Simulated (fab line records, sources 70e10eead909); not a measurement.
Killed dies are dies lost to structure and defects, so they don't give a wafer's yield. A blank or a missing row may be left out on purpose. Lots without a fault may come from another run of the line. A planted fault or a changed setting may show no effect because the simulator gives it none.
Which tool did it? | flow nand_harc | 11 lots, 32 wafers sampled, at 6 steps of a route of 1159

WHAT THE GAUGES READ, wafer by wafer
NHARC_A_M1_CD_MEAS_09: target cd 120 nm. Usual: cd_nm 120.2 nm, standard deviation 0.64.
lot  | measured     | on        | cd_nm (nm)        | flag
L666 | day 18 02:35 | cd_sem-02 | 120.4 120.4 120.5 |
L665 | day 18 03:27 | cd_sem-02 | 120.5 120.2 120.9 |
L664 | day 18 18:13 | cd_sem-03 | 120.2 120.0 120.4 |
L668 | day 18 18:43 | cd_sem-03 | 119.9 120.3 120.1 |
L670 | day 19 18:26 | cd_sem-01 | 119.8 119.2 119.8 |
L669 | day 20 00:25 | cd_sem-01 | 120.2 119.4 119.8 |
L672 | day 20 00:41 | cd_sem-02 | 120.2 120.7 119.8 |
L671 | day 20 05:57 | cd_sem-01 | 119.5 119.5 119.6 |
L677 | day 21 15:46 | cd_sem-01 | 120.8 141.5       | OFF
L680 | day 23 00:09 | cd_sem-01 | 120.9 140.7 140.9 | OFF
L685 | day 23 16:53 | cd_sem-02 | 119.2 118.8 118.9 |

NHARC_END_SORT_01. Usual: defect_limited_yield 95.6 %, standard deviation 1.3; killed_at_array 26, standard deviation 8.6; killed_at_other 0.7, standard deviation 0.97; killed_at_periphery 3.2, standard deviation 2.2; killed_dies 30, standard deviation 8.9; killed_open 3.1, standard deviation 1.8; killed_short 2.2, standard deviation 1.8; sort_bin_2_pct 1.4 %, standard deviation 0.58; sort_bin_3_pct 0.24 %, standard deviation 0.18; sort_bin_4_pct 2.8 %, standard deviation 0.9; sort_n_pass 647, standard deviation 8.9; sort_rim_yield_pct 95.5 %, standard deviation 2.5; sort_yield_pct 95.6 %, standard deviation 1.3.
lot  | measured     | on        | defect_limited_yield (%) | killed_at_array | killed_at_other | killed_at_periphery | killed_dies | killed_open | killed_short | sort_bin_2_pct (%) | sort_bin_3_pct (%) | sort_bin_4_pct (%) | sort_n_pass | sort_rim_yield_pct (%) | sort_yield_pct (%) | flag
L666 | day 19 18:16 | prober-02 | 95.3 95.7 94.8           | 29 23 34        | 0 1 0           | 3 5 1               | 32 29 35    | 1 3 4       | 3 6 4        | 1.8 1.0 1.6        | 0.15 0.15 0.74     | 2.8 3.1 2.8        | 645 648 642 | 93.4 95.3 95.3         | 95.3 95.7 94.8     |
L665 | day 19 18:58 | prober-01 | 93.9 95.3 92.6           | 37 29 33        | 1 1 3           | 3 2 14              | 41 32 50    | 3 0 3       | 0 1 1        | 1.9 1.0 2.1        | 0.30 0.30 0        | 3.8 3.4 5.3        | 636 645 627 | 95.3 93.4 90.6         | 93.9 95.3 92.6     |
L668 | day 20 17:52 | prober-01 | 92.9 94.4 94.8           | 41 35 33        | 2 0 1           | 5 3 1               | 48 38 35    | 3 3 3       | 0 0 0        | 1.9 1.8 1.9        | 0.30 0 0.44        | 4.9 3.8 2.8        | 629 639 642 | 92.5 98.1 90.6         | 92.9 94.4 94.8     |
L672 | day 21 17:37 | prober-02 | 96.6 96.9 97.6           | 19 20 12        | 1 0 0           | 3 1 4               | 23 21 16    | 5 2 1       | 2 1 1        | 1.0 1.2 0.7        | 0.15 0.15 0.15     | 2.2 1.8 1.5        | 654 656 661 | 96.2 97.2 99.1         | 96.6 96.9 97.6     |
L677 | day 23 14:05 | prober-01 | 95.9 96.0                | 25 20           | 0 1             | 3 6                 | 28 27       | 3 5         | 1 1          | 1.2 1.0            | 0.15 0.30          | 2.8 2.7            | 649 650     | 95.3 93.4              | 95.9 96.0          |
L680 | day 24 12:37 | prober-02 | 95.6 96.2 96.3           | 29 21 21        | 0 1 1           | 1 4 3               | 30 26 25    | 3 2 2       | 1 2 4        | 1.0 1.0 0.1        | 0.30 0.30 0.74     | 3.1 2.5 2.8        | 647 651 652 | 94.3 97.2 98.1         | 95.6 96.2 96.3     |

WHICH TOOL RAN EACH LOT (tool, then ch and the chambers of the sampled wafers, then the start)
lot  | NHARC_A_M0_PVD_21                       | NHARC_A_M0_ANNEAL_30             | NHARC_A_M1_PEB_07                 | NHARC_A_M1_STRIP_18
L666 | pvd_sputter-02, day 18 00:18 or earlier | rtp_anneal-02 ch 0, day 18 00:18 | litho_track-04 ch 0, day 18 02:30 | rie_diel-11 ch 1,2,3, day 18 03:13
L665 | pvd_sputter-01, day 18 01:18 or earlier | rtp_anneal-02 ch 0, day 18 01:18 | litho_track-06 ch 0, day 18 03:22 | rie_diel-11 ch 1,3, day 18 04:01
L664 | pvd_sputter-01, day 18 15:59 or earlier | rtp_anneal-02 ch 0, day 18 15:59 | litho_track-01 ch 0, day 18 18:08 | rie_diel-11 ch 1,2, day 18 18:49
L668 | pvd_sputter-02, day 18 16:38 or earlier | rtp_anneal-02 ch 0, day 18 16:38 | litho_track-01 ch 0, day 18 18:38 | rie_diel-12 ch 1,2, day 18 19:18
L670 | pvd_sputter-03, day 19 16:14 or earlier | rtp_anneal-02 ch 0, day 19 16:14 | litho_track-04 ch 0, day 19 18:21 | rie_diel-11 ch 0,2,3, day 19 19:03
L669 | pvd_sputter-01, day 19 22:14 or earlier | rtp_anneal-02 ch 0, day 19 22:14 | litho_track-06 ch 0, day 20 00:20 | rie_diel-11 ch 1,2,3, day 20 01:03
L672 | pvd_sputter-02, day 19 22:27 or earlier | rtp_anneal-01 ch 0, day 19 22:27 | litho_track-01 ch 0, day 20 00:37 | rie_diel-12 ch 0,1,2, day 20 01:15
L671 | pvd_sputter-01, day 20 03:52 or earlier | rtp_anneal-02 ch 0, day 20 03:52 | litho_track-04 ch 0, day 20 05:52 | rie_diel-12 ch 0,2,3, day 20 06:31
L677 | pvd_sputter-02, day 21 13:38 or earlier | rtp_anneal-01 ch 0, day 21 13:38 | litho_track-01 ch 0, day 21 15:41 | rie_diel-10 ch 0,2, day 21 16:25
L680 | pvd_sputter-03, day 22 20:23 or earlier | rtp_anneal-02 ch 0, day 22 20:23 | litho_track-01 ch 0, day 23 00:04 | rie_diel-10 ch 0,2,3, day 23 00:47
L685 | pvd_sputter-02, day 23 14:47 or earlier | rtp_anneal-02 ch 0, day 23 14:47 | litho_track-06 ch 0, day 23 16:49 | rie_diel-10 ch 0,1,3, day 23 17:31
- NHARC_A_M0_PVD_21: deposits Cu, target thk 30 nm, time 20.49 s.
- NHARC_A_M0_ANNEAL_30: time 90 s.
- NHARC_A_M1_PEB_07: peb time 65 s.
- NHARC_A_M1_STRIP_18: strips in N2/H2.

WHAT THE TOOLS THEMSELVES READ (means of the sampled wafers that have a number; where no wafer has one, the mark that the record gives instead)
NHARC_A_M0_PVD_21. Usual: throttle_valve_pct 30.3 %, standard deviation 0.91.
lot  | tool           | throttle_valve_pct (%) | flag
L666 | pvd_sputter-02 | 30.9                   |
L665 | pvd_sputter-01 | 30.3                   |
L664 | pvd_sputter-01 | 29.7                   |
L668 | pvd_sputter-02 | 30.1                   |
L670 | pvd_sputter-03 | 30.0                   |
L669 | pvd_sputter-01 | 29.6                   |
L672 | pvd_sputter-02 | 30.0                   |
L671 | pvd_sputter-01 | 30.1                   |
L677 | pvd_sputter-02 | 30.4                   |
L680 | pvd_sputter-03 | 30.6                   |
L685 | pvd_sputter-02 | 29.7                   |

NHARC_A_M0_ANNEAL_30. Usual: anneal_temp_c_max 225.92, standard deviation 0.2; wafer_temp_C_max 226.2, standard deviation 0.41.
lot  | tool          | anneal_temp_c_max | wafer_temp_C_max | flag
L666 | rtp_anneal-02 | 226.06            | 226.0            |
L665 | rtp_anneal-02 | 225.98            | 226.3            |
L664 | rtp_anneal-02 | 226.24            | 225.7            |
L668 | rtp_anneal-02 | 225.94            | 225.9            |
L670 | rtp_anneal-02 | 225.86            | 225.7            |
L669 | rtp_anneal-02 | 225.87            | 226.4            |
L672 | rtp_anneal-01 | 225.85            | 226.5            |
L671 | rtp_anneal-02 | 225.75            | 225.8            |
L677 | rtp_anneal-01 | 225.75            | 226.9            |
L680 | rtp_anneal-02 | 225.93            | 226.1            |
L685 | rtp_anneal-02 | 225.94            | 225.9            |

NHARC_A_M1_PEB_07. Usual: plate_temp_C 100.01 C, standard deviation 0.13.
lot  | tool           | plate_temp_C (C) | flag
L666 | litho_track-04 | 100.14           |
L665 | litho_track-06 | 99.83            |
L664 | litho_track-01 | 100.06           |
L668 | litho_track-01 | 99.93            |
L670 | litho_track-04 | 100.07           |
L669 | litho_track-06 | 99.97            |
L672 | litho_track-01 | 99.88            |
L671 | litho_track-04 | 99.98            |
L677 | litho_track-01 | 100.00           |
L680 | litho_track-01 | 99.91            |
L685 | litho_track-06 | 100.13           |

NHARC_A_M1_STRIP_18. Usual: drypump_motor_current_A 5.7 A, standard deviation 0.38; h2_flow_sccm 150.1 sccm, standard deviation 0.45; n2_flow_sccm 150.0 sccm, standard deviation 0.46; oes_product_au 1.001 a.u., standard deviation 0.0071; rf_vpp_V 90.5 V, standard deviation 0.93; showerhead_plenum_p_Torr 2.01 Torr, standard deviation 0.088; throttle_valve_pct 14.173 %, standard deviation 0.0087.
lot  | tool        | drypump_motor_current_A (A) | h2_flow_sccm (sccm) | n2_flow_sccm (sccm) | oes_product_au (a.u.) | rf_vpp_V (V) | showerhead_plenum_p_Torr (Torr) | throttle_valve_pct (%) | flag
L666 | rie_diel-11 | 5.4                         | 150.1               | 149.7               | 1.007                 | 90.9         | 2.00                            | 14.170                 |
L665 | rie_diel-11 | 5.7                         | 150.3               | 150.0               | 0.997                 | 91.1         | 2.03                            | 14.175                 |
L664 | rie_diel-11 | 5.3                         | 149.9               | 149.8               | 1.000                 | 90.2         | 1.92                            | 14.179                 |
L668 | rie_diel-12 | 5.6                         | 149.8               | 149.6               | 0.997                 | 89.7         | 1.92                            | 14.178                 |
L670 | rie_diel-11 | 5.5                         | 150.5               | 150.2               | 1.008                 | 89.9         | 2.04                            | 14.174                 |
L669 | rie_diel-11 | 5.4                         | 149.9               | 150.5               | 1.004                 | 90.5         | 2.00                            | 14.174                 |
L672 | rie_diel-12 | 5.7                         | 150.0               | 150.5               | 0.993                 | 90.0         | 1.98                            | 14.182                 |
L671 | rie_diel-12 | 5.9                         | 150.1               | 150.1               | 1.000                 | 90.0         | 2.02                            | 14.172                 |
L677 | rie_diel-10 | 5.3                         | 149.9               | 150.8               | 0.997                 | 90.2         | 2.02                            | 14.172                 |
L680 | rie_diel-10 | 5.4                         | 149.7               | 150.0               | 1.008                 | 90.4         | 1.98                            | 14.172                 |
L685 | rie_diel-10 | 6.0                         | 150.2               | 150.4               | 1.006                 | 89.6         | 1.97                            | 14.176                 |

THE ANSWER, worked out from the rows above alone
Rule: a lot is off if the mean of its wafers that have a number lies more than 3 standard deviations from the usual mean. A lot without any number at a reading at which 4 lots or more have one is off too. The other lots that the step has rows for count as sound. The gauges are gone through in route order, then the tools' own readings, and for those a lot's mean is taken as printed above. The first step at which some lot is off is used, and at that step the reading that is off furthest; a lot without a number counts as furthest.
Off: L677, L680, at NHARC_A_M1_CD_MEAS_09 (cd_nm).
A tool fits if, at a process step before that reading, it ran every lot that is off, and no sound lot after the first of them. The gauges at NHARC_A_M1_CD_MEAS_09 are tried like those tools. NHARC_A_M0_PVD_21 gives no start for some lots, so the hours and the order of its lots are those of NHARC_A_M0_ANNEAL_30. Can't be told from this: 2 tools fit, litho_track-01 at NHARC_A_M1_PEB_07, cd_sem-01 at NHARC_A_M1_CD_MEAS_09.

WHAT THE SIMULATOR HAD PUT IN
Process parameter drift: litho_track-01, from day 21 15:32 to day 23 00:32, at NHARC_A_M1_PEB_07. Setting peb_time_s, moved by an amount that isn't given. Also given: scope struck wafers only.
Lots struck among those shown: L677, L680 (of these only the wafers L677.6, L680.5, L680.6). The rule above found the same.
